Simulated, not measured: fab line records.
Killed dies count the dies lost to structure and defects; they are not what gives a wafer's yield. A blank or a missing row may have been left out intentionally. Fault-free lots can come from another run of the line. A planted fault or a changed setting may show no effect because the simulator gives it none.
Matching of chambers || flow n5 finfet || 3 sister chambers for N5_BEOL_M15_DEP_53 on pecvd-02
The step deposits SiCN from 3MS/NH3, target thk 50 nm, time 17.8 s. 3 wafers are shown with their chamber, then 8 later ones without.

## WAFERS, EACH WITH ITS CHAMBER
{"wafer": "L084.5", "chamber": 2, "throttle valve pct (%)": 17.6}
{"wafer": "L089.6", "chamber": 0, "throttle valve pct (%)": 18.5}
{"wafer": "L091.3", "chamber": 1, "throttle valve pct (%)": 17.0}

## WAFERS WHOSE CHAMBER IS MISSING
{"wafer": "L091.4", "throttle valve pct (%)": 16.7}
{"wafer": "L091.6", "throttle valve pct (%)": 18.7}
{"wafer": "L093.3", "throttle valve pct (%)": 18.7}
{"wafer": "L093.4", "throttle valve pct (%)": 17.9}
{"wafer": "L093.6", "throttle valve pct (%)": 18.6}
{"wafer": "L096.1", "throttle valve pct (%)": 17.1}
{"wafer": "L096.5", "throttle valve pct (%)": 18.1}
{"wafer": "L096.6", "throttle valve pct (%)": 18.9}

## WHICH CHAMBER EACH ONE RAN IN
{"wafer": "L091.4", "from the rows above": 1, "in truth": 1}
{"wafer": "L091.6", "from the rows above": 0, "in truth": 0}
{"wafer": "L093.3", "from the rows above": 0, "in truth": 0}
{"wafer": "L093.4", "from the rows above": "can't be placed: 2 or 0", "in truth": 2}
{"wafer": "L093.6", "from the rows above": 0, "in truth": 0}
{"wafer": "L096.1", "from the rows above": "can't be placed: 1 or 2", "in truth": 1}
{"wafer": "L096.5", "from the rows above": "can't be placed: 0 or 2", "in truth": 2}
{"wafer": "L096.6", "from the rows above": 0, "in truth": 0}
5 of 8 placed correctly. Can't be placed from these rows: 3 (the true chamber is among the candidates in 3). 0 placed wrongly.
How it was worked out, from the rows above alone: a wafer's distance from a chamber is the root of the sum, over the readings, of the square of ((its reading less the chamber's mean) divided by the reading's scatter). The wafer belongs to the nearest chamber; if the next one is less than 2 further off, it can't be placed. A chamber's mean is the mean of its shown wafers. The scatter: with one shown wafer a chamber, the root of the mean of the squares of how far each hidden wafer lies from its nearest shown one.
